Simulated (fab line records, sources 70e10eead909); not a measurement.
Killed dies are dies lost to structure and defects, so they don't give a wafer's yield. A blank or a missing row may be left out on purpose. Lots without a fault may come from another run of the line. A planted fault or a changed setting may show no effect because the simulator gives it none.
Which tool did it? | flow nand_harc | 12 lots, 36 wafers sampled, at 5 steps of a route of 1302

WHAT THE GAUGES READ, wafer by wafer
NHARC_A_STAIRCASE_INSPECT_155.
lot  | measured     | on                | raw_defect_count
L375 | day 19 14:52 | defect_inspect-01 | 561 684 656
L374 | day 19 14:35 | defect_inspect-02 | 322 438 470
L376 | day 19 23:20 | defect_inspect-01 | 540 491 455
L380 | day 22 03:30 | defect_inspect-02 | 264 333 388
L382 | day 22 04:53 | defect_inspect-02 | 432 879 582
L384 | day 23 10:51 | defect_inspect-02 | 439 349 296
L387 | day 24 00:29 | defect_inspect-02 | 999 722 568
L389 | day 25 14:16 | defect_inspect-02 | 311 371 525
L390 | day 25 13:58 | defect_inspect-02 | 340 261 237
L388 | day 25 17:10 | defect_inspect-01 | 380 256 354
L393 | day 27 07:19 | defect_inspect-02 | 500 566 643
L397 | day 28 11:51 | defect_inspect-02 | 499 426 329

NHARC_A_SGD_CUT_CD_MEAS_09: target cd 100 nm.
lot  | measured     | on        | cd_nm (nm)
L375 | day 19 15:40 | cd_sem-02 | 99.1 100.3 99.2
L374 | day 19 15:28 | cd_sem-03 | 100.3 100.1 100.4
L376 | day 20 00:08 | cd_sem-01 | 99.8 99.4 99.7
L380 | day 22 04:18 | cd_sem-03 | 100.8 100.0 100.5
L382 | day 22 05:40 | cd_sem-02 | 100.1 100.3 100.5
L384 | day 23 11:38 | cd_sem-02 | 99.7 99.7 99.8
L387 | day 24 01:10 | cd_sem-03 | 100.1 99.6 100.0
L389 | day 25 15:04 | cd_sem-01 | 100.4 99.8 99.8
L390 | day 25 14:37 | cd_sem-02 | 70.2 69.6 69.7
L388 | day 25 17:57 | cd_sem-01 | 76.1 76.2 76.4
L393 | day 27 07:59 | cd_sem-02 | 100.2 100.4 99.8
L397 | day 28 12:31 | cd_sem-02 | 100.8 100.8 100.2

WHICH TOOL RAN EACH LOT (tool, then ch and the chambers of the sampled wafers, then the start)
lot  | NHARC_A_STAIRCASE_ETCH_444         | NHARC_A_STAIRCASE_STRIP_475                   | NHARC_A_SGD_CUT_EXPOSE_06
L375 | rie_diel-08 ch 1,2,3, day 19 08:23 | rie_diel-11 ch 2,3, day 19 14:52 or earlier   | arfi_scanner-01 ch 0, day 19 15:32
L374 | rie_diel-04 ch 0,2,3, day 19 08:28 | rie_diel-04 ch 0,1,2, day 19 14:35 or earlier | arfi_scanner-02 ch 0, day 19 15:19
L376 | rie_diel-11 ch 2,3, day 19 16:49   | rie_diel-04 ch 2,3, day 19 23:20 or earlier   | arfi_scanner-03 ch 0, day 20 00:00
L380 | rie_diel-08 ch 0,1, day 21 20:25   | rie_diel-04 ch 0,2, day 22 03:30 or earlier   | arfi_scanner-01 ch 0, day 22 04:10
L382 | rie_diel-11 ch 0,3, day 21 20:55   | rie_diel-08 ch 0,2, day 22 04:53 or earlier   | arfi_scanner-01 ch 0, day 22 05:32
L384 | rie_diel-04 ch 2,3, day 23 03:28   | rie_diel-08 ch 0,1, day 23 10:51 or earlier   | arfi_scanner-03 ch 0, day 23 11:30
L387 | rie_diel-11 ch 0,1,2, day 23 18:23 | rie_diel-04 ch 0,3, day 24 00:29 or earlier   | arfi_scanner-03 ch 0, day 24 01:02
L389 | rie_diel-08 ch 0,1,3, day 25 07:13 | rie_diel-04 ch 0,1,2, day 25 14:16 or earlier | arfi_scanner-01 ch 0, day 25 14:55
L390 | rie_diel-11 ch 1,2,3, day 25 07:23 | rie_diel-04 ch 0,1, day 25 13:58 or earlier   | arfi_scanner-03 ch 0, day 25 14:29
L388 | rie_diel-08 ch 0,2,3, day 25 11:09 | rie_diel-11 ch 0,1,3, day 25 17:10 or earlier | arfi_scanner-03 ch 0, day 25 17:49
L393 | rie_diel-11 ch 2,3, day 26 23:56   | rie_diel-11 ch 1,2, day 27 07:19 or earlier   | arfi_scanner-02 ch 0, day 27 07:50
L397 | rie_diel-04 ch 1,2, day 28 04:47   | rie_diel-11 ch 0,1,2, day 28 11:51 or earlier | arfi_scanner-02 ch 0, day 28 12:22
- NHARC_A_STAIRCASE_ETCH_444: etches the open film in C4F8/O2, target depth 20400 nm, time 6800 s.
- NHARC_A_STAIRCASE_STRIP_475: strips in O2, time 20 s.
- NHARC_A_SGD_CUT_EXPOSE_06: exposes mask SGD.

WHAT THE TOOLS THEMSELVES READ (means of the sampled wafers that have a number; where no wafer has one, the mark that the record gives instead)
NHARC_A_STAIRCASE_ETCH_444.
lot  | tool        | oes_product_au (a.u.) | rf_vpp_V (V)
L375 | rie_diel-08 | 0.940                 | 804.5
L374 | rie_diel-04 | 0.927                 | 803.8
L376 | rie_diel-11 | 0.970                 | 803.0
L380 | rie_diel-08 | 0.933                 | 805.8
L382 | rie_diel-11 | 0.923                 | 805.2
L384 | rie_diel-04 | 0.930                 | 800.7
L387 | rie_diel-11 | 0.922                 | 803.3
L389 | rie_diel-08 | 0.936                 | 802.9
L390 | rie_diel-11 | 0.918                 | 802.1
L388 | rie_diel-08 | 0.933                 | 803.1
L393 | rie_diel-11 | 0.978                 | 801.6
L397 | rie_diel-04 | 0.929                 | 801.7

NHARC_A_STAIRCASE_STRIP_475.
lot  | tool        | drypump_motor_current_A (A) | oes_product_au (a.u.) | rf_vpp_V (V) | showerhead_plenum_p_Torr (Torr) | throttle_valve_pct (%)
L375 | rie_diel-11 | 6.2                         | 0.994                 | 58.3         | 3.39                            | 17.038
L374 | rie_diel-04 | 6.3                         | 0.996                 | 57.7         | 3.46                            | 17.033
L376 | rie_diel-04 | 6.3                         | 1.011                 | 56.8         | 3.35                            | 17.033
L380 | rie_diel-04 | 6.6                         | 1.002                 | 57.1         | 3.46                            | 17.039
L382 | rie_diel-08 | 5.5                         | 1.005                 | 57.3         | 3.49                            | 17.043
L384 | rie_diel-08 | 5.0                         | 0.996                 | 57.6         | 3.47                            | 17.042
L387 | rie_diel-04 | 6.2                         | 1.002                 | 58.0         | 3.46                            | 17.026
L389 | rie_diel-04 | 6.3                         | 0.996                 | 57.1         | 3.44                            | 17.038
L390 | rie_diel-04 | 6.3                         | 0.997                 | 57.8         | 3.50                            | 17.027
L388 | rie_diel-11 | 5.8                         | 1.001                 | 57.7         | 3.45                            | 17.034
L393 | rie_diel-11 | 6.0                         | 1.006                 | 57.7         | 3.39                            | 17.037
L397 | rie_diel-11 | 5.9                         | 1.003                 | 57.6         | 3.42                            | 17.034

NHARC_A_SGD_CUT_EXPOSE_06.
lot  | tool            | exposure_dose_mJ_cm2 | focus_offset_nm (nm)
L375 | arfi_scanner-01 | 85.62                | -0.7
L374 | arfi_scanner-02 | 85.52                | -0.5
L376 | arfi_scanner-03 | 85.56                | 0.0
L380 | arfi_scanner-01 | 85.56                | 0.2
L382 | arfi_scanner-01 | 85.54                | -0.3
L384 | arfi_scanner-03 | 85.57                | 0.9
L387 | arfi_scanner-03 | 85.59                | 0.2
L389 | arfi_scanner-01 | 85.60                | -0.1
L390 | arfi_scanner-03 | 48.65                | 0.0
L388 | arfi_scanner-03 | 56.02                | 0.7
L393 | arfi_scanner-02 | 85.56                | 0.3
L397 | arfi_scanner-02 | 85.72                | -0.0

THE ANSWER, worked out from the rows above alone
Rule: what is usual is taken from the lots themselves. Put in order of their means at a reading, lots are off if they are a third of the lots or fewer, leave a main group of 4 or more, and stand apart from it by a gap of 3 or more times the standard deviation of the main group's means; of several such gaps the widest counts. A main group whose means are all the same, to the digits that the tables above print for the reading, isn't used. A lot without any number at a reading at which 4 lots or more have one is off too. The other lots that the step has rows for count as sound. The gauges are gone through in route order, then the tools' own readings, and for those a lot's mean is taken as printed above. The first step at which some lot is off is used, and at that step the reading that is off furthest; a lot without a number counts as furthest.
Off: L390, L388, at NHARC_A_SGD_CUT_CD_MEAS_09 (cd_nm). The main group: mean 100.1 nm, standard deviation 0.34.
A tool fits if, at a process step before that reading, it ran every lot that is off, and no sound lot after the first of them. The gauges at NHARC_A_SGD_CUT_CD_MEAS_09 aren't tried: what is off there is off at NHARC_A_SGD_CUT_EXPOSE_06 too, on other tools, and a gauge's error can't cause that. NHARC_A_STAIRCASE_STRIP_475 gives no start for some lots, so the hours and the order of its lots are those of NHARC_A_STAIRCASE_INSPECT_155. One fits: arfi_scanner-03 at NHARC_A_SGD_CUT_EXPOSE_06. Its last sound lot is L387 (day 24 01:02), its first lot that is off L390 (day 25 14:29): a fault that began between those two fits.
The tool's own readings at NHARC_A_SGD_CUT_EXPOSE_06 bear it out: on the lots that are off they differ by more than 5 times the standard deviation of the sound lots' means. exposure_dose_mJ_cm2 reads 52.34 there against 85.58 on the sound lots.

WHAT THE SIMULATOR HAD PUT IN
Process parameter drift: arfi_scanner-03, from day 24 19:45 on, at NHARC_A_SGD_CUT_EXPOSE_06. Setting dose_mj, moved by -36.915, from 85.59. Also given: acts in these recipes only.
Lots struck among those shown: L390, L388. The rule above found the same.
